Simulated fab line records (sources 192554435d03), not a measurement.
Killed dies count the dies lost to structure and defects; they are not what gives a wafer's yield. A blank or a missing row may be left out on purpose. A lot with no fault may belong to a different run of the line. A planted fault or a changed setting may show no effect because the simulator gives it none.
Which tool did it? + flow n5-finfet + Sampling: 12 lots, 36 wafers, 2 of 1938 route steps

== WHAT EACH GAUGE READ, for each wafer ==
N5_SD_EPI_P_OVL_MEAS_10.
| lot  | measured    | on         | SD_P_BLK_OVL (nm) |
|------|-------------|------------|-------------------|
| L075 | day 3 14:20 | overlay-02 | 0.5 0.6 0.3       |
| L077 | day 4 05:58 | overlay-02 | -0.4 -0.4 -1.0    |
| L079 | day 4 13:41 | overlay-01 | 0.1 -0.6 0.0      |
| L081 | day 5 01:28 | overlay-02 | 0.1 -0.1 -0.3     |
| L083 | day 5 13:35 | overlay-02 | -0.3 0.4 0.1      |
| L085 | day 6 03:06 | overlay-02 | 0.3 0.7 0.3       |
| L087 | day 6 11:38 | overlay-02 | -0.7 0.3 -0.2     |
| L089 | day 7 00:06 | overlay-01 | -1.6 -0.9 -1.8    |
| L091 | day 7 12:15 | overlay-01 | -0.3 -0.1 -0.1    |
| L093 | day 7 23:05 | overlay-02 | 0.9 0.6 0.3       |
| L095 | day 8 11:49 | overlay-02 | 0.2 -1.4 -0.4     |
| L097 | day 9 01:55 | overlay-01 | 0.9 1.0 0.1       |

== EACH LOT AND THE TOOL THAT RAN IT (in order: tool; ch and the chambers of the sampled wafers; start) ==
| lot  | N5_DUMMY_GATE_ETCH_37             |
|------|-----------------------------------|
| L075 | rie-diel-05 ch 0,1, day 3 06:58   |
| L077 | rie-diel-01 ch 2,3, day 3 23:19   |
| L079 | rie-diel-01 ch 0,3, day 4 06:19   |
| L081 | rie-diel-05 ch 0,1,2, day 4 16:50 |
| L083 | rie-diel-03 ch 0,3, day 5 06:55   |
| L085 | rie-diel-01 ch 0,1,3, day 5 19:00 |
| L087 | rie-diel-01 ch 0,1,3, day 6 04:01 |
| L089 | rie-diel-05 ch 0,3, day 6 16:55   |
| L091 | rie-diel-05 ch 1,2,3, day 7 04:58 |
| L093 | rie-diel-05 ch 0,2, day 7 16:11   |
| L095 | rie-diel-05 ch 0,1,2, day 8 04:22 |
| L097 | rie-diel-03 ch 0,2,3, day 8 19:10 |
- N5_DUMMY_GATE_ETCH_37: etches SOC in N2/H2, target depth 60 nm, overetch 30 nm.

== THE ANSWER, worked out from the rows above alone ==
Rule: usual is defined by the lots themselves. The widest of any qualifying gaps counts: lots, ordered by their means at a reading, are off when they make up no more than a third of the lots, leave a main group of 4 or more, and stand apart from it by 3 or more times the standard deviation of that group's means. The tables above print the reading to a certain number of digits; a main group whose means all agree to those digits is not used. A lot without any number at a reading at which 4 lots or more have one is off too. Any other lot the step has rows for is counted as sound.
None of the lots is off at any reading shown; this tells nothing.

== WHAT THE SIMULATOR PUT IN ==
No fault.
